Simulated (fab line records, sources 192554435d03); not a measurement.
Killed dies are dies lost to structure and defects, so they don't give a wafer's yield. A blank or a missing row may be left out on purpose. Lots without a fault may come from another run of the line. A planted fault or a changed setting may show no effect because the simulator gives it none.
Split-lot experiment | flow n5_finfet | 7 lots, 21 wafers read, on a route of 1938 steps

THE SPLIT
At N5_BEOL_M4_COAT_67 (time 60 s, resist thk 60 nm), the setting spin_rpm was moved away from the recipe's 1500 rpm on 5 of the 21 wafers read, by +6.6% to +10.3%. The other wafers ran this setting at the recipe's value.

FROM THE SPLIT TO THE READING: what the file shows between them, 8 steps
- N5_BEOL_M4_DESCUM_33: chemistry O2, time 7 s (also split here: time_s)
- N5_BEOL_M4_ETCH_77: etches underlayer in N2/H2, target depth 6.5 nm, time 5.2 s
- N5_BEOL_M4_ETCH_69: etches SiARC in CF4, target depth 15.6 nm, time 26 s
- N5_BEOL_M4_ALD_98: deposits SiO2, target thk 2.5 nm, pulse time 1 s, co reactant pulse time 1 s
- N5_BEOL_M4_ETCHBACK_99: etches SiO2 in CHF3, target depth 5 nm, time 10.4 s
- N5_BEOL_M4_ETCH_70: etches SOC in N2/H2, target depth 80 nm, overetch 24 nm, time 130 s
- N5_BEOL_M4_STRIP_71: strips in N2/H2
- N5_BEOL_M4_STRIP_78: strips in N2/H2

THE READING
SOC_of_BEOL_M4_COAT_67.thk_nm (the simulator's own value, which no gauge read), in nm, at N5_BEOL_M4_VIA_ETCH_34 (etches the open film in C4F6/O2, target depth 69.4 nm, time 65.9 s). The file gives no usual value for it. The 16 wafers here that ran the recipe average 51.8 nm, standard deviation 0.28 nm.

wafer  | tool, chamber at the split | spin_rpm as run, rpm | against the recipe | SOC_of_BEOL_M4_COAT_67.thk_nm, nm | against lot-mates on the recipe
L076.1 | litho_track-02, 0          | 1500                 | recipe             | 52                                | -
L076.2 | litho_track-02, 0          | 1500                 | recipe             | 51.6                              | -
L076.4 | litho_track-02, 0          | 1500                 | recipe             | 52.2                              | -
L082.1 | litho_track-05, 0          | 1655                 | +10.3%             | 49                                | -2.4
L082.2 | litho_track-05, 0          | 1500                 | recipe             | 51.2                              | -
L082.6 | litho_track-05, 0          | 1500                 | recipe             | 51.6                              | -
L089.2 | litho_track-05, 0          | 1500                 | recipe             | 52.2                              | -
L089.3 | litho_track-05, 0          | 1599                 | +6.6%              | 50                                | -2.0
L089.6 | litho_track-05, 0          | 1500                 | recipe             | 51.8                              | -
L093.4 | litho_track-05, 0          | 1500                 | recipe             | 51.6                              | -
L093.5 | litho_track-05, 0          | 1500                 | recipe             | 51.8                              | -
L093.6 | litho_track-05, 0          | 1500                 | recipe             | 51.4                              | -
L094.1 | litho_track-05, 0          | 1500                 | recipe             | 51.8                              | -
L094.5 | litho_track-05, 0          | 1603                 | +6.9%              | 50                                | -1.8
L094.6 | litho_track-05, 0          | 1603                 | +6.9%              | 49.6                              | -2.2
L092.1 | litho_track-05, 0          | 1500                 | recipe             | 52.2                              | -
L092.4 | litho_track-05, 0          | 1500                 | recipe             | 52                                | -
L092.5 | litho_track-05, 0          | 1636                 | +9.1%              | 49.2                              | -2.9
L096.1 | litho_track-03, 0          | 1500                 | recipe             | 51.8                              | -
L096.6 | litho_track-03, 0          | 1500                 | recipe             | 51.8                              | -
L096.2 | litho_track-03, 0          | 1500                 | recipe             | 52                                | -

THE FIT
A straight line over all 21 wafers: SOC_of_BEOL_M4_COAT_67.thk_nm changes by -0.282 nm for each +1% of spin_rpm; r = -0.97; the points scatter about the line by 0.27 nm.
The same after taking each lot's own level away (the mean of its wafers on the recipe; 21 wafers): -0.28 nm for each +1%; r = -0.98; scatter 0.22 nm.
On that fit, the largest move of spin_rpm shifts the reading by 2.9 nm.
The lots' own levels span 51.40 to 52.10 nm, that is 2.5 times the standard deviation above.
So the lot-to-lot level changes the slope little: the two slopes agree.
Check: with one of the wafers moved furthest among these (+10.3%) left out of the fit, the line predicts -3.15 nm for it against its lot-mates. It came out at -2.4 nm against them.

OTHER SPLITS ON THESE WAFERS
These wafers also went through other splits before the reading. Each is held against what the fit with the lots' levels taken away leaves over:
other split on the same wafers   | wafers away from the commonest value | r with SOC_of_BEOL_M4_COAT_67.thk_nm (lot level and that fit taken away)
N5_BEOL_M2_TRENCH_ETCH_37 time_s | 5                                    | -0.04
N5_BEOL_M4_DESCUM_33 time_s      | 7                                    | +0.15

THE WHOLE CHAIN: every reading that the file lists as answering this split, in the file's order
step                   | what it does                                                        | reading                                                                        | change (the file's fit)               | r (the file's)
N5_BEOL_M4_COAT_67     | time 60 s, resist thk 60 nm                                         | SOC_of_BEOL_M4_COAT_67.thk_nm (the simulator's own value, which no gauge read) | -0.274 nm for each +1% of the setting | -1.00
N5_BEOL_M4_ETCH_70     | etches SOC in N2/H2, target depth 80 nm, overetch 24 nm, time 130 s | etch.depth_nm (the simulator's own value, which no gauge read)                 | -0.277 nm for each +1% of the setting | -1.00
N5_BEOL_M4_VIA_ETCH_34 | etches the open film in C4F6/O2, target depth 69.4 nm, time 65.9 s  | SOC_of_BEOL_M4_COAT_67.thk_nm (the simulator's own value, which no gauge read) | -0.279 nm for each +1% of the setting | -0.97

THE FILE'S OWN FIT
SOC_of_BEOL_M4_COAT_67.thk_nm changes by -0.279 nm for each +1% of spin_rpm, r = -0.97.
